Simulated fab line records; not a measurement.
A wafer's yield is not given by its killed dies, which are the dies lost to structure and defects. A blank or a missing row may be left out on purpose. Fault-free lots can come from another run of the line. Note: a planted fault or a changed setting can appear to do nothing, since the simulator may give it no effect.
One fault seen from 2 desks ; flow n5 finfet ; every desk sees just its own numbers, and what lay behind them comes last

== AT THE METROLOGY DESK ==
What the gauges read for every lot (on any tool): the sampled wafers with a number, averaged. Marked OUT: a lot whose mean sits more than 4 standard deviations from the usual mean, which makes it out of limits; the brackets give that distance. Shown here are 7 of its 11 readings, the ones lying furthest out on some lot.
Columns: A = NDIPOLE_OVL at N5_HKMG_FIN_OVL_MEAS_50, usual -0.1 nm; B = DIBL_N at N5_BEOL_M4_RC_MEAS_101, usual 36.0 mV/V; C = DIBL_P at N5_BEOL_M4_RC_MEAS_101, usual 36.0 mV/V; D = ION_P at N5_BEOL_M4_RC_MEAS_101, usual 461 uA/um; E = SS_N at N5_BEOL_M4_RC_MEAS_101, usual 71.5 mV/dec; F = VT_N at N5_BEOL_M4_RC_MEAS_101, usual 250.4 mV; G = VT_P at N5_BEOL_M4_RC_MEAS_101, usual -251.0 mV
lot;first seen here;A;B;C;D;E;F;G
L255;day 4 02:05;0.0;34.9;34.5;451;70.7;253.1;-255.5
L256;day 4 08:37;-0.6;35.1;34.1;461;71.1;254.7;-252.2
L257;day 4 12:43;-0.1;35.5;35.3;460;71.8;247.5;-249.0
L265;day 6 11:35;0.0;34.9;35.0;465;71.2;248.8;-249.0
L266;day 6 19:04;0.7;36.2;35.4;464;71.7;251.5;-251.2
L275;day 9 04:41;-0.5;37.6;36.7;464;71.6;248.6;-248.0
L276;day 9 14:37;-0.3;33.6;33.1;463;71.0;253.0;-251.0
L278;day 10 02:04;-1.4;37.1;35.7;458;71.4;249.6;-249.7
L277;day 10 05:16;0.3;33.5;33.7;459;71.0;253.2;-252.9
This desk found nothing out of limits on any of the 9 lots.

== FOR THE TOOL OWNER'S DESK: rtp anneal-02 ==
The tool's own readings at N5_HKMG_FIN_HK_ANNEAL_02 (time 30 s): means of the sampled wafers that have a number, for each lot that ran on this tool. Marked OUT: a lot whose mean sits more than 4 standard deviations from the usual mean, which makes it out of limits; the brackets give that distance. Shown are 7 of the 9 readings it has, namely the first that went out of limits plus those furthest out on some lot.
Columns: A = lamp power pct at N5_HKMG_FIN_HK_ANNEAL_02, usual 8.81 %; B = lamp_zone_1_pct at N5_HKMG_FIN_HK_ANNEAL_02, usual 8.798 %; C = lamp_zone_2_pct at N5_HKMG_FIN_HK_ANNEAL_02, usual 8.798 %; D = lamp_zone_4_pct at N5_HKMG_FIN_HK_ANNEAL_02, usual 8.794 %; E = lamp_zone_5_pct at N5_HKMG_FIN_HK_ANNEAL_02, usual 8.797 %; F = lamp_zone_6_pct at N5_HKMG_FIN_HK_ANNEAL_02, usual 8.725 %; G = lamp_zone_7_pct at N5_HKMG_FIN_HK_ANNEAL_02, usual 9.194 %
lot;first seen here;A;B;C;D;E;F;G
L255;day 4 01:23;8.76;8.793;8.791;8.784;8.808;8.734;9.193
L257;day 4 11:58;8.81;8.795;8.801;8.794;8.802;8.740;9.195
L265;day 6 10:50;9.29 (+8.9) OUT;9.240 (+40) OUT;9.227 (+39) OUT;9.230 (+36) OUT;9.231 (+39) OUT;9.152 (+36) OUT;9.649 (+41) OUT
L266;day 6 18:17;9.22 (+7.5) OUT;9.232 (+39) OUT;9.233 (+40) OUT;9.236 (+37) OUT;9.237 (+40) OUT;9.151 (+35) OUT;9.650 (+41) OUT
L276;day 9 13:58;8.80;8.793;8.790;8.793;8.795;8.731;9.195
L277;day 10 04:37;8.81;8.794;8.805;8.807;8.799;8.719;9.192
Finding of this desk: L265, L266 out of limits; the first was L265 at day 6 10:50, on lamp power pct at N5_HKMG_FIN_HK_ANNEAL_02. Within limits: L255, L257, L276, L277.

== PUT TOGETHER ==
The tool owner's desk could have raised an alarm at day 6 10:50, on L265, L266.
At the metrology desk, nothing out of limits was observed.
The metrology desk holds a record of L265, L266, inside its limits.
Of the lots named, all ran N5_HKMG_FIN_HK_ANNEAL_02 on rtp anneal-02.

== WHAT HAD BEEN PUT IN BY THE SIMULATOR ==
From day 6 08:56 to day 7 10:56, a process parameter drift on rtp anneal-02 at N5_HKMG_FIN_HK_ANNEAL_02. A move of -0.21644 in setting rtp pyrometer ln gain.
Shown lots that were struck: L265, L266.
Delay in hours, fault start to first out-of-limits reading, by desk: the tool owner's desk at 2.
